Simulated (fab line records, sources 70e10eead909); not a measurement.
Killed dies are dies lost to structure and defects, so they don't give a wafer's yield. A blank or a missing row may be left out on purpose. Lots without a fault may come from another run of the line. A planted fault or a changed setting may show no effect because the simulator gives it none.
fab line records | flow nand_harc | part 2 of 2: steps 5 to 6 of 6
record lots=22 wafers=66 last_day=33
route steps=1302 shown A_BLC@1125 A_M0@1154 A_BONDPAD@1204
lots that met no fault: from a run of the same line without faults
start_h: hours from the record's first day to the start of the lot's first wafer shown | wait_h: hours since the lot's step before | " the same as in the row above | L1.1+2: a row that stands for several wafers | - no value, or no start given | * or withheld: withheld | < > ~ a bound
route shown NAME@n: a module of which the file shows steps, and the number in the route of the first | usual: mean/standard deviation of fault-free wafers | same: alike in all rows | chamber/n: place in a boat | sites: the reading at each site | _std_site: their standard deviation | _edge_site: outer sites' mean less inner sites' | radius_mm: how far each site lies from the wafer's centre | mask NAME#n: copy n | behind: the tool/chamber that last shaped the wafer | hold: why the lot was held/for how many hours/how that ended | device: the transistor (n, p or np) that didn't switch | end of line: the same wafers' tests at the end of the route | a step without rows: its recipe alone | killed: dies lost to structure and defects at the first sort, not the wafer's yield | map: a wafer's dies, x killed, . not, _ none there
set.NAME: the setting as run; set.NAME@STEP: as run at that earlier step | model.NAME: the simulator's own value behind a step, which no gauge read
steps of the route over a sample of lots; a table a step, a row a wafer
services: from which hour (start_h, from the record's first day; less than 0 if before it) a tool's chamber was out of use, for how many hours, and why
## steps
# step NHARC_A_BONDPAD_THK_MEAS_30
# recipe thk_meas_gauge=ellipsometry
# usual thk_nm=199.8/1.6
# columns lot.wafer tool chamber start_h wait_h thk_nm
L075.2 film_metro-02 - 537.88 0.2 200.3
L075.3 " - " " 201.2
L075.6 " - " " 201.5
L076.1 film_metro-02 - 545.36 0.2 201.2
L076.4 " - " " 197.7
L076.5 " - " " 199.4
L074.4 film_metro-01 - 545.76 0.2 201.6
L074.5 " - " " 201.4
L074.6 " - " " 199.9
L077.2 film_metro-01 - 548.39 0.2 197.2
L077.4 " - " " 199.7
L077.5 " - " " 200.5
L078.1 film_metro-02 - 564.81 0.2 200.3
L078.4 " - " " 201.1
L078.5 " - " " 201.3
L079.1 film_metro-02 - 570.40 0.1 200.4
L079.2 " - " " 197.9
L079.3 " - " " 197.8
L080.2 film_metro-02 - 583.77 0.2 195.9
L080.5 " - " " 199.2
L080.6 " - " " 199.9
L082.1 film_metro-01 - 604.23 0.1 200.0
L082.4 " - " " 200.2
L082.6 " - " " 200.4
L081.1 film_metro-01 - 608.20 0.2 197.3
L081.5 " - " " 201.7
L081.6 " - " " 198.5
L085.1 film_metro-02 - 652.55 0.2 199.8
L085.3 " - " " 198.3
L085.4 " - " " 201.4
L084.2 film_metro-01 - 655.88 0.2 199.9
L084.3 " - " " 199.2
L084.6 " - " " 199.6
L086.1 film_metro-02 - 660.91 0.1 196.7
L086.3 " - " " 199.9
L086.4 " - " " 198.1
L087.4 film_metro-02 - 663.49 0.2 200.2
L087.5 " - " " 198.8
L087.6 " - " " 199.2
L090.1 film_metro-02 - 693.46 0.2 200.3
L090.2 " - " " 199.6
L090.6 " - " " 203.5
L088.2 film_metro-02 - 699.24 0.2 197.3
L088.4 " - " " 200.3
L088.5 " - " " 198.3
L089.2 film_metro-01 - 700.48 0.2 198.8
L089.4 " - " " 196.5
L089.6 " - " " 200.1
L092.3 film_metro-01 - 717.96 0.2 201.3
L092.4 " - " " 202.7
L092.5 " - " " 200.8
L094.1 film_metro-02 - 721.88 0.2 200.0
L094.2 " - " " 198.5
L094.6 " - " " 201.9
L093.3 film_metro-02 - 724.20 0.2 204.4
L093.4 " - " " 199.3
L093.5 " - " " 201.9
L096.1 film_metro-01 - 727.54 0.1 200.8
L096.3 " - " " 197.9
L096.6 " - " " 199.4
L095.2 film_metro-01 - 731.54 0.2 199.0
L095.5 " - " " 201.7
L095.6 " - " " 198.3
L097.3 film_metro-02 - 761.60 0.2 200.3
L097.4 " - " " 199.0
L097.6 " - " " 196.2
# step NHARC_A_BONDPAD_ETCH_24
# recipe target_depth_a=300 over_etch_frac=0.3 time_s=72.99 ion_energy_ev=150 cf4_flow_sccm=50 n2_flow_sccm=100 ar_flow_sccm=150 rf_w=300 bias_w=100 chemistry=CF4/N2
# usual cf4_flow_sccm=50.01/0.14 chamber_pressure_mTorr=30.005/0.026 drypump_motor_current_A=5.6/0.46 oes_product_au=1.001/0.01 rf_vpp_V=314.6/1.8 showerhead_plenum_p_Torr=2.65/0.095 throttle_valve_pct=19.795/0.0094
# columns lot.wafer tool chamber start_h wait_h cf4_flow_sccm chamber_pressure_mTorr drypump_motor_current_A oes_product_au rf_hours_counter_h rf_vpp_V showerhead_plenum_p_Torr throttle_valve_pct
L075.3 rie_diel-05 1 - - 49.82 30.007 4.8 0.991 37 312.9 2.59 19.792
L075.2 " 0 " " 50.10 29.999 4.6 0.993 28 316.7 2.78 19.802
L075.6 " 1 " " 49.72 30.044 4.8 0.994 - 314.0 2.59 19.791
L076.1 rie_diel-13 1 - - 50.05 30.008 6.1 0.993 4 314.8 2.68 19.789
L076.4 " 2 " " 50.18 29.985 6.0 1.012 4 316.4 2.72 19.781
L076.5 " 2 " " 50.01 30.046 6.0 1.020 - 316.3 2.72 19.798
L074.4 rie_diel-09 2 - - 50.19 29.988 5.9 0.994 1 317.3 2.78 19.785
L074.6 " 0 " " 49.76 29.999 5.8 0.993 - 312.4 2.49 19.778
L074.5 " 1 " " 50.15 29.989 6.0 0.990 - 311.5 2.50 19.808
L077.4 rie_diel-13 2 - - 49.96 30.041 6.0 1.015 4 314.8 2.72 19.786
L077.2 " 0 " " 49.83 30.005 5.8 1.017 5 312.5 2.62 19.788
L077.5 " 3 " " 50.05 30.011 5.2 0.997 - 315.1 2.68 19.793
L078.1 rie_diel-05 3 - - 50.02 30.022 5.8 0.989 42 313.1 2.65 19.794
L078.4 " 2 " " 49.98 30.015 5.9 0.986 49 315.2 2.62 19.807
L078.5 " 0 " " 49.88 29.999 4.7 0.978 - 316.6 2.77 19.795
L079.2 rie_diel-13 0 - - 50.17 29.985 5.8 1.012 7 314.9 2.61 19.802
L079.1 " 1 " " 50.02 29.998 6.1 1.004 8 316.4 2.68 19.800
L079.3 " 2 " " 50.08 30.004 6.0 1.024 9 317.0 2.72 19.808
L080.2 rie_diel-13 3 585.12 0.2 49.87 30.000 5.2 0.988 10 315.0 2.68 19.783
L080.6 " 3 " " 50.01 30.079 5.2 0.992 - 315.0 2.68 19.779
L080.5 " 2 " " 49.89 29.957 6.0 1.013 - 315.7 2.72 19.794
L082.1 rie_diel-13 3 - - 49.83 30.014 5.2 1.006 11 314.5 2.68 19.785
L082.4 " 0 " " 49.85 30.014 5.8 1.012 10 313.7 2.61 19.783
L082.6 " 3 " " 49.70 29.966 5.2 1.006 - 315.3 2.68 19.796
L081.1 rie_diel-09 2 - - 49.86 30.014 5.8 0.989 2 316.4 2.78 19.788
L081.5 " 0 " " 49.87 29.994 5.8 1.009 - 311.5 2.49 19.794
L081.6 " 1 " " 50.10 30.014 6.0 0.995 - 310.7 2.50 19.790
L085.1 rie_diel-05 1 - - 50.15 30.015 4.8 1.003 18 313.8 2.57 19.783
L085.3 " 2 " " 50.11 29.990 5.9 1.005 19 314.2 2.61 19.791
L085.4 " 0 " " 50.24 30.036 4.6 1.005 18 316.4 2.76 19.820
L084.3 rie_diel-13 1 657.23 0.1 49.96 30.028 6.1 0.996 23 314.8 2.67 19.804
L084.2 " 2 " " 49.99 30.003 6.0 1.028 24 314.0 2.71 19.786
L084.6 " 1 " " 50.13 29.979 6.1 0.994 - 316.0 2.67 19.791
L086.3 rie_diel-05 0 - - 49.90 30.039 4.7 0.997 19 316.7 2.76 19.803
L086.1 " 1 " " 49.89 30.028 4.7 0.996 19 312.7 2.57 19.809
L086.4 " 3 " " 50.04 30.007 5.8 1.014 22 315.6 2.64 19.789
L087.4 rie_diel-13 2 - - 50.02 29.986 6.0 1.016 26 315.1 2.71 19.801
L087.5 " 3 " " 49.93 29.995 5.2 1.007 - 314.7 2.68 19.800
L087.6 " 0 " " 49.97 30.019 5.8 1.019 - 313.0 2.61 19.792
L090.2 rie_diel-09 1 - - 50.18 30.009 6.0 1.011 0 312.2 2.50 19.785
L090.1 " 0 " " 50.08 30.010 5.8 0.987 1 312.1 2.49 19.803
L090.6 " 2 " " 50.17 30.069 5.9 1.006 - 317.0 2.78 19.785
L088.2 rie_diel-09 1 700.75 0.2 49.96 30.045 6.0 0.999 1 312.4 2.50 19.799
L088.4 " 3 " " 49.83 29.978 5.5 1.003 - 317.3 2.81 19.809
L088.5 " 0 " " 49.77 30.065 5.8 0.994 - 312.2 2.49 19.799
L089.4 rie_diel-09 0 - - 49.85 30.001 5.8 0.992 1 311.5 2.49 19.803
L089.2 " 2 " " 50.19 30.004 5.9 1.002 1 315.6 2.78 19.779
L089.6 " 0 " " 50.02 29.988 5.8 0.989 - 311.0 2.49 19.792
L092.3 rie_diel-13 0 - - 49.73 30.001 5.8 1.000 1 312.6 2.61 19.801
L092.4 " 2 " " 49.85 29.957 6.0 1.008 1 316.6 2.71 19.799
L092.5 " 0 " " 49.87 29.998 5.8 1.001 - 314.4 2.61 19.789
L094.1 rie_diel-13 2 - - 50.11 30.040 6.0 0.992 1 315.2 2.71 19.789
L094.2 " 0 " " 49.88 29.981 5.8 0.995 1 315.2 2.61 19.804
L094.6 " 3 " " 49.98 30.010 5.2 0.997 - 314.7 2.67 19.803
L093.3 rie_diel-09 2 - - 49.92 29.983 5.9 0.998 1 317.4 2.78 19.799
L093.4 " 3 " " 49.90 29.990 5.4 1.008 2 317.0 2.81 19.798
L093.5 " 0 " " 49.94 30.003 5.8 0.986 - 312.3 2.49 19.805
L096.1 rie_diel-13 3 - - 49.94 29.989 5.1 0.996 2 315.0 2.67 19.786
L096.3 " 1 " " 50.04 30.030 6.1 0.992 2 315.3 2.67 19.795
L096.6 " 0 " " 49.85 29.969 5.8 1.001 - 312.5 2.61 19.802
L095.2 rie_diel-13 1 - - 50.02 29.961 6.1 0.989 3 313.8 2.67 19.783
L095.6 " 3 " " 50.21 30.003 5.1 0.988 - 316.1 2.67 19.783
L095.5 " 0 " " 50.05 29.966 5.8 0.999 - 314.7 2.61 19.793
L097.3 rie_diel-13 2 763.01 0.2 50.12 29.980 6.0 0.999 10 315.2 2.71 19.792
L097.4 " 2 " " 50.05 29.992 6.0 0.999 - 315.2 2.71 19.803
L097.6 " 3 " " 49.99 29.979 5.2 0.996 - 314.3 2.67 19.786
## services
# columns tool chamber start_h hours kind
pvd_sputter-01 - 503.80 11.7 repair
pecvd-02 2 510.30 6.1 repair
rie_diel-13 - 519.17 9.0 pm
rie_diel-03 3 524.97 1.7 repair
pvd_sputter-03 - 526.00 10.0 pm
rie_diel-12 0 530.21 16.7 repair
pvd_sputter-03 - 551.05 10.1 repair
rie_diel-03 2 551.27 5.6 repair
rie_diel-03 0 557.86 8.6 repair
rie_diel-06 3 572.48 5.9 repair
rie_diel-13 0 580.67 9.0 repair
pecvd-01 - 583.72 1.1 repair
rie_diel-13 2 598.16 1.7 repair
rie_diel-13 0 607.98 22.1 repair
rie_diel-03 0 610.48 7.6 repair
rie_diel-12 - 622.40 9.0 pm
rie_diel-13 3 631.30 3.7 repair
rie_diel-03 - 635.32 9.0 pm
rie_diel-13 0 651.41 12.4 repair
rie_diel-03 2 657.73 1.7 repair
rie_diel-06 - 661.20 9.0 pm
rie_diel-12 3 675.21 9.1 repair
rie_diel-13 - 696.53 9.0 pm
rie_diel-13 2 736.92 2.9 repair
